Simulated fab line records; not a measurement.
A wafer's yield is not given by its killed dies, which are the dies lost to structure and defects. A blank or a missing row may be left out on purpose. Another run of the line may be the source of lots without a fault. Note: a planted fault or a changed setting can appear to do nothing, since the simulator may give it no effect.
Which of the tools did it? || flow nand-harc || route of 1302 steps, sampled at 1 step: 22 lots, 66 wafers

WHAT THE GAUGES READ, wafer by wafer
NHARC_A_ONON_D2_THK_MEAS_30: measures by ellipsometry. Usual: thk-nm reads 1005 nm (standard deviation 12).
{"lot": "L074", "measured": "day 12 19:25", "on": "film-metro-02", "thk-nm (nm)": "1022 1020 1022", "flag": ""}
{"lot": "L076", "measured": "day 14 03:22", "on": "film-metro-02", "thk-nm (nm)": "977 977 977", "flag": ""}
{"lot": "L077", "measured": "day 14 03:22", "on": "film-metro-01", "thk-nm (nm)": "1014 1015 1014", "flag": ""}
{"lot": "L079", "measured": "day 14 16:34", "on": "film-metro-02", "thk-nm (nm)": "1006 1006 1007", "flag": ""}
{"lot": "L078", "measured": "day 14 16:35", "on": "film-metro-01", "thk-nm (nm)": "1008 1006 1006", "flag": ""}
{"lot": "L080", "measured": "day 14 21:59", "on": "film-metro-01", "thk-nm (nm)": "991 991 992", "flag": ""}
{"lot": "L081", "measured": "day 15 23:59", "on": "film-metro-02", "thk-nm (nm)": "1003 1002 1003", "flag": ""}
{"lot": "L082", "measured": "day 16 00:01", "on": "film-metro-01", "thk-nm (nm)": "1016 1015 1016", "flag": ""}
{"lot": "L084", "measured": "day 17 06:46", "on": "film-metro-02", "thk-nm (nm)": "1008 1007 1007", "flag": ""}
{"lot": "L083", "measured": "day 17 06:46", "on": "film-metro-01", "thk-nm (nm)": "980 982 982", "flag": ""}
{"lot": "L085", "measured": "day 17 06:47", "on": "film-metro-02", "thk-nm (nm)": "1018 1017 1018", "flag": ""}
{"lot": "L087", "measured": "day 18 08:11", "on": "film-metro-02", "thk-nm (nm)": "1009 1009 1006", "flag": ""}
{"lot": "L089", "measured": "day 19 00:59", "on": "film-metro-01", "thk-nm (nm)": "1005 1003 1004", "flag": ""}
{"lot": "L088", "measured": "day 19 00:59", "on": "film-metro-02", "thk-nm (nm)": "1000 1001 1001", "flag": ""}
{"lot": "L090", "measured": "day 19 16:01", "on": "film-metro-01", "thk-nm (nm)": "1010 1010 1012", "flag": ""}
{"lot": "L091", "measured": "day 19 16:02", "on": "film-metro-02", "thk-nm (nm)": "982 983 984", "flag": ""}
{"lot": "L092", "measured": "day 20 09:44", "on": "film-metro-01", "thk-nm (nm)": "1006 1008 1008", "flag": ""}
{"lot": "L093", "measured": "day 20 21:53", "on": "film-metro-02", "thk-nm (nm)": "995 997 994", "flag": ""}
{"lot": "L094", "measured": "day 20 21:53", "on": "film-metro-01", "thk-nm (nm)": "1023 1024 1022", "flag": ""}
{"lot": "L095", "measured": "day 21 16:49", "on": "film-metro-01", "thk-nm (nm)": "1002 1003 1002", "flag": ""}
{"lot": "L096", "measured": "day 22 07:02", "on": "film-metro-02", "thk-nm (nm)": "999 998 1001", "flag": ""}
{"lot": "L097", "measured": "day 22 07:03", "on": "film-metro-02", "thk-nm (nm)": "1006 1008 1008", "flag": ""}

EACH LOT AND THE TOOL THAT RAN IT (in order: tool; ch and the chambers of the sampled wafers; start)
Record: no process step prior to these readings.

WHAT THE TOOLS THEMSELVES READ (means of the sampled wafers that have a number; where no wafer has one, the mark that the record gives instead)
The record holds no such reading with a usual standard deviation.

THE ANSWER, worked out from the rows above alone
Rule: take the mean of a lot's wafers that have a number; if it is more than 3 standard deviations from the usual mean, the lot is off. Also off: a lot with no number at a reading for which 4 or more lots have one. Any other lot the step has rows for is counted as sound. First the gauges in route order, then the tools' own readings, where a lot's mean is used as printed above. The first step at which some lot is off is used, and at that step the reading that is off furthest; a lot without a number counts as furthest.
Nothing can be told from this: no lot is off at any reading shown.

WHAT THE SIMULATOR HAD INSERTED
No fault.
